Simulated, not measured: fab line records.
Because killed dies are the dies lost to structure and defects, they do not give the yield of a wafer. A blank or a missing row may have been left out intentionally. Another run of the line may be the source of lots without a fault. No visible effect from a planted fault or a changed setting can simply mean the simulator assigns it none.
Struck lot and sound lot, side by side ; flow n5-finfet ; 16 steps out of a route of 1938
Sound: wafers L629.1, L629.2, L629.6. The struck wafers were L640.2, L640.3, L640.6. The cause comes at the end.
Per side, at each step with rows, come the tool, then ch with its chambers, and then its first start. Under that, the readings that differ: sound wafers ; struck wafers ; difference of the means ; sigmas: that difference in standard deviations of wafers without a fault.
alike: words and numbers the same on both sides, and readings whose means are apart by under 2 such deviations; not compared: readings that were withheld, readings missing a value for some wafer, numbers with overlapping values and no deviation given by the record, and bounds like >300 which may hide the same value.
Wherever a step has rows on one side only, a row that says differs or no value, or a row with sigmas, the two part there. When numbers do not overlap yet have no deviation, they are printed without sigmas and do not part them. A reading missing from all wafers of one side parts the sides only when that side holds two or more wafers.

first, 1 step without rows for these wafers: N5_ZERO_LAYER_SRD_01 (time 30 s, dry time 30 s).
N5_ZERO_LAYER_PECVD_02: deposits SiO2 from SiH4/N2O, target thk 10 nm, time 6 s.
  sound on pecvd-03 ch 0,1, day 2 12:28; struck on pecvd-04 ch 0,2, day 5 06:17
  alike: heater-power-w, showerhead-plenum-p-Torr
then, 8 steps without rows for these wafers: N5_ZERO_LAYER_HMDS_04 (time 60 s); N5_ZERO_LAYER_COAT_05 (resist thk 1000 nm); N5_ZERO_LAYER_EBR_07; N5_ZERO_LAYER_SOFTBAKE_06 (time 90 s); N5_ZERO_LAYER_EXPOSE_08 (exposes mask ZERO, defocus 0 nm, target cd 2000 nm); N5_ZERO_LAYER_PEB_09; N5_ZERO_LAYER_DEVELOP_10 (develop time 60 s); N5_ZERO_LAYER_HARDBAKE_23 (time 120 s).
N5_ZERO_LAYER_CD_MEAS_11: target cd 2000 nm.
  sound on cd-sem-03 ch 0, day 2 12:51; struck on cd-sem-01 ch 0, day 5 06:46
  alike: cd-nm
N5_ZERO_LAYER_DESCUM_16: chemistry O2, time 7.9 s.
  sound on rie-diel-06 ch 0,2, day 2 12:53; struck on rie-diel-06 ch 0,1,2, day 5 06:48
  alike: chamber-pressure-mTorr, drypump-motor-current-A, oes-product-au, rf-vpp-V, showerhead-plenum-p-Torr, throttle-valve-pct
  not compared: rf-hours-counter-h
N5_ZERO_LAYER_ETCH_17: etches SiO2 in CF4, target depth 12 nm, time 13.3 s.
  sound on rie-diel-06 ch 0,2, day 2 12:56; struck on rie-diel-06 ch 0,1,2, day 5 06:50
reading;sound;struck;difference;sigmas
model.etch.depth-nm (nm);12.51 11.81 11.8;9.442 8.993 9.081;-2.868;
  alike: chamber-pressure-mTorr, drypump-motor-current-A, mfc-ar-sccm, oes-product-au, rf-vpp-V, showerhead-plenum-p-Torr, throttle-valve-pct
  not compared: rf-hours-counter-h
N5_ZERO_LAYER_ETCH_18: etches Si in HBr/Cl2, target depth 120 nm, time 40 s.
  sound on rie-si-02 ch 0,1,2, day 2 13:00; struck on rie-si-02 ch 0,1,3, day 5 06:55
  alike: chamber-pressure-mTorr, drypump-motor-current-A, oes-product-au, throttle-valve-pct
  not compared: rf-hours-counter-h
-- the record jumps here: 7 days lie between the struck wafers' starts before and after (it left off in module ZERO_LAYER and takes up again in module BEOL_M4, whose first step shown is number 1111 of the route) --
N5_BEOL_M4_RC_MEAS_101:
  sound on prober-02 ch 0, day 9 08:45; struck on prober-01 ch 0, day 11 19:49
  alike: DIBL_N, DIBL_P, IOFF_N, IOFF_P, ION_N, ION_P, SS_N, SS_P, VT_N, VT_P
after that, 1 step had no rows for these wafers: N5_PASSIVATION_PROBE_49.

== WHERE THEY PART ==
Nowhere in this record.

WHY: the cause the simulator had injected
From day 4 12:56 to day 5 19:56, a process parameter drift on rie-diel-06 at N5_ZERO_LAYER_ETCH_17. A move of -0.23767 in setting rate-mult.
